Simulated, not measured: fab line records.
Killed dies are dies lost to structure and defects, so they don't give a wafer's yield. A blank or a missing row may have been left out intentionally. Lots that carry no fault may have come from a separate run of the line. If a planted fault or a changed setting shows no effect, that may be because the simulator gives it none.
A lot that was struck, set against a sound lot -- flow n5Finfet -- 39 steps out of a route of 1938
Sound: the wafers L239.2, L239.3, L239.6. Struck: wafers L234.2, L234.6 (left out: L234.1, a lot-mate that was not struck); the cause follows at the end.
Per side, at each step with rows, come the tool, then ch with its chambers, and then its first start. Under that, the readings that differ: sound wafers -- struck wafers -- difference of the means -- sigmas: that difference in standard deviations of wafers without a fault.
alike: readings with means less than 2 such deviations apart, plus words and numbers identical on both sides. not compared: withheld readings, readings lacking a value on some wafer, bounds such as >300 that could conceal the same value, and numbers that have no deviation in the record and whose values overlap.
Wherever a step has rows on one side only, a row that says differs or no value, or a row with sigmas, the two part there. When numbers do not overlap yet have no deviation, they are printed without sigmas and do not part them. A reading missing from all wafers of one side parts the sides only when that side holds two or more wafers.

first, 10 steps without rows for these wafers: N5_DUMMY_REMOVAL_HM_STRIP_01 (strips SiNx in CH3F/O2, stops on poly-Si, target depth 4 nm, time 6.8 s); N5_DUMMY_REMOVAL_STRIP_10 (strips in N2/H2, time 40 s); N5_DUMMY_REMOVAL_PRECLEAN_07 (cleans in dHF, time 30 s); N5_DUMMY_REMOVAL_DUMMY_REMOVE_02 (chemistry TMAH, target poly-Si, stops on SiO2, target depth 142 nm, time 57 s, rinse time 30 s); N5_DUMMY_REMOVAL_PRECLEAN_08 (cleans in NF3:NH3, afs cycles 2, time 20 s, sublimation time 60 s); N5_DUMMY_REMOVAL_PRECLEAN_04 (cleans in DHF, time 37 s); N5_DUMMY_REMOVAL_SRD_05 (time 30 s); N5_HKMG_FIN_IL_REGROW_00 (material SiO2, chemistry O3, target thk 0.75 nm, time 30 s); N5_HKMG_FIN_HK_ALD_01 (deposits HfO2, target thk 1.6 nm, pulse time 3 s, purge time 3 s); N5_HKMG_FIN_HK_ANNEAL_02 (time 30 s).
N5_HKMG_FIN_ALD_74: deposits La2O3, target thk 0.5 nm, pulse time 6 s, co reactant pulse time 1 s.
  sound on aldHk-03 ch 0,1,2, day 8 02:28; struck on aldHk-01 ch 3, day 6 21:37
  alike: heaterPowerW, precursorPulseHeightRel
then, 26 steps without rows for these wafers: N5_HKMG_FIN_ALD_75 (deposits Al2O3, target thk 1 nm, co reactant pulse time 1 s); N5_HKMG_FIN_COAT_41 (time 60 s, resist thk 300 nm); N5_HKMG_FIN_COAT_42 (time 60 s, resist thk 35 nm); N5_HKMG_FIN_COAT_43 (resist thk 90 nm); N5_HKMG_FIN_EBR_45; N5_HKMG_FIN_SOFTBAKE_44 (time 60 s); N5_HKMG_FIN_EXPOSE_46 (exposes mask NDIPOLE); N5_HKMG_FIN_PEB_47 (peb time 60 s); N5_HKMG_FIN_DEVELOP_48 (develop time 30 s); N5_HKMG_FIN_DESCUM_53 (chemistry O2, time 7.9 s); N5_HKMG_FIN_ETCH_54 (etches SiARC in CF4, target depth 45.5 nm, time 75.8 s); N5_HKMG_FIN_ETCH_55 (etches SOC in N2/H2, target depth 240 nm, time 300 s); N5_HKMG_FIN_STRIP_56 (strips in N2/H2); N5_HKMG_FIN_STRIP_57 (strips in CF4); N5_HKMG_FIN_ETCH_58 (etches SOC in N2/H2, target depth 215.8 nm, time 741 s); N5_HKMG_FIN_STRIP_93 (strips SOC in N2/H2, time 20 s); N5_HKMG_FIN_WET_ETCH_76 (etches Al2O3 in dNH4OH, stops on La2O3, target depth 2.25 nm, rinse time 30 s); N5_HKMG_FIN_STRIP_60 (strips in N2/H2, time 360 s); N5_HKMG_FIN_WET_ETCH_77 (etches La2O3 in dHCl, stops on HfO2, target depth 2 nm); N5_HKMG_FIN_WET_ETCH_78 (etches Al2O3 in dNH4OH, stops on La2O3, target depth 4.5 nm, rinse time 30 s); N5_HKMG_FIN_ALD_79 (deposits TiN, target thk 1.5 nm, pulse time 1 s, purge time 3 s); N5_HKMG_FIN_CVD_62 (deposits a-Si from Si2H6, target thk 3 nm, time 20.8 s); N5_HKMG_FIN_RTA_80 (time 2 s); N5_HKMG_FIN_PRECLEAN_64 (cleans in dHF, time 30 s); N5_HKMG_FIN_WET_ETCH_65 (etches a-Si in TMAH, stops on TiN, time 49 s, target depth 3 nm); N5_HKMG_FIN_WET_ETCH_81 (etches TiN in SC1, stops on HfO2, time 57 s, target depth 6 nm).
-- the record jumps here: 4 days lie between the struck wafers' starts before and after (it left off in module HKMG_FIN and takes up again in module BEOL_M4, whose first step shown is number 1111 of the route) --
N5_BEOL_M4_RC_MEAS_101:
  sound on prober-01 ch 0, day 12 01:40; struck on prober-01 ch 0, day 11 02:31
reading,sound,struck,difference,sigmas
IOFF_P_LONG (nA/um),0.0001 9.4e-05 9.7e-05,8.2e-05 8.3e-05,-1.5e-05,-2
VT_P (mV),-257 -255 -255,-266 -263,-9,-3
VT_P_LONG (mV),-277.3 -277.8 -275.4,-289.4 -288.6,-12.2,-4
  alike: DIBL_N, DIBL_P, IOFF_N, IOFF_P, IOFF_P_LIN, ION_N, ION_P, SS_N, SS_P, VT_N
-- the record jumps here: 4 days lie between the struck wafers' starts before and after (it left off in module BEOL_M4 and takes up again in module PASSIVATION, whose first step shown is number 1936 of the route) --
N5_PASSIVATION_PROBE_49:
  rows exist in the record for the struck wafers here (prober-02, day 15 09:37), but not for the sound ones

## WHERE THEY PART
Last at N5_PASSIVATION_PROBE_49 as far as this record goes, first at N5_BEOL_M4_RC_MEAS_101.

WHY: what the simulator had put in
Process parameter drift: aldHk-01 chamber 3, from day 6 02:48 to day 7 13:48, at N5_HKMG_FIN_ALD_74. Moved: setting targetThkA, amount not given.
